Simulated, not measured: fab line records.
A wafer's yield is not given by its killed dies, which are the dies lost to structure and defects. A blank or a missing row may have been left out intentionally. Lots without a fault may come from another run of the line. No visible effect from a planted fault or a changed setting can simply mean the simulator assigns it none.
Matching of chambers :: flow nand_harc :: ald_metal-01 running NHARC_A_CONTACT_ALD_18: 4 sister chambers
The step deposits TiN, target thk 3 nm, pulse time 1 s, ald cycles 150. 8 wafers are shown with their chamber, then 7 later ones without.

## WAFERS PAIRED WITH THEIR CHAMBERS
wafer: L078.5
chamber: 3
heater_power_w (W): 1278
susceptor_temp_C (C): 450.17

wafer: L082.3
chamber: 0
heater_power_w (W): 1118
susceptor_temp_C (C): 450.01

wafer: L082.5
chamber: 0
heater_power_w (W): 1113
susceptor_temp_C (C): 450.16

wafer: L081.2
chamber: 3
heater_power_w (W): 1273
susceptor_temp_C (C): 449.89

wafer: L081.3
chamber: 2
heater_power_w (W): 1048
susceptor_temp_C (C): 450.09

wafer: L081.5
chamber: 1
heater_power_w (W): 1049
susceptor_temp_C (C): 450.18

wafer: L088.1
chamber: 2
heater_power_w (W): 1045
susceptor_temp_C (C): 449.89

wafer: L088.2
chamber: 1
heater_power_w (W): 1072
susceptor_temp_C (C): 450.15

## WAFERS WHOSE CHAMBER IS MISSING
wafer: L088.4
heater_power_w (W): 1109
susceptor_temp_C (C): 449.91

wafer: L092.1
heater_power_w (W): 997
susceptor_temp_C (C): 450.19

wafer: L092.3
heater_power_w (W): 1101
susceptor_temp_C (C): 450.35

wafer: L092.5
heater_power_w (W): 1004
susceptor_temp_C (C): 450.09

wafer: L097.3
heater_power_w (W): 1025
susceptor_temp_C (C): 449.75

wafer: L097.4
heater_power_w (W): 929
susceptor_temp_C (C): 449.93

wafer: L097.6
heater_power_w (W): 1279
susceptor_temp_C (C): 449.88

## THE CHAMBER EACH PASSED THROUGH
wafer: L088.4
from the rows above: 0
in truth: 0

wafer: L092.1
from the rows above: can't be placed: 2 or 1
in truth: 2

wafer: L092.3
from the rows above: 0
in truth: 0

wafer: L092.5
from the rows above: can't be placed: 2 or 1
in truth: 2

wafer: L097.3
from the rows above: 2
in truth: 2

wafer: L097.4
from the rows above: can't be placed: 2 or 1
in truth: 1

wafer: L097.6
from the rows above: 3
in truth: 3
Placed correctly: 4 of 7. Unplaceable from these rows: 3, with the true chamber sitting among the candidates in 3. 0 placed wrongly.
How it was worked out, from the rows above alone: a wafer's distance from a chamber is the root of the sum, over the readings, of the square of ((its reading less the chamber's mean) divided by the reading's scatter). If the next closest chamber is less than 2 further off than the closest, the wafer can't be placed; otherwise it belongs to the closest. The mean given for a chamber averages the wafers shown for that chamber. How the scatter is found: for the shown wafers, subtract from each reading the mean of its chamber, square and add these, divide the total by (wafers less chambers), then take the root.
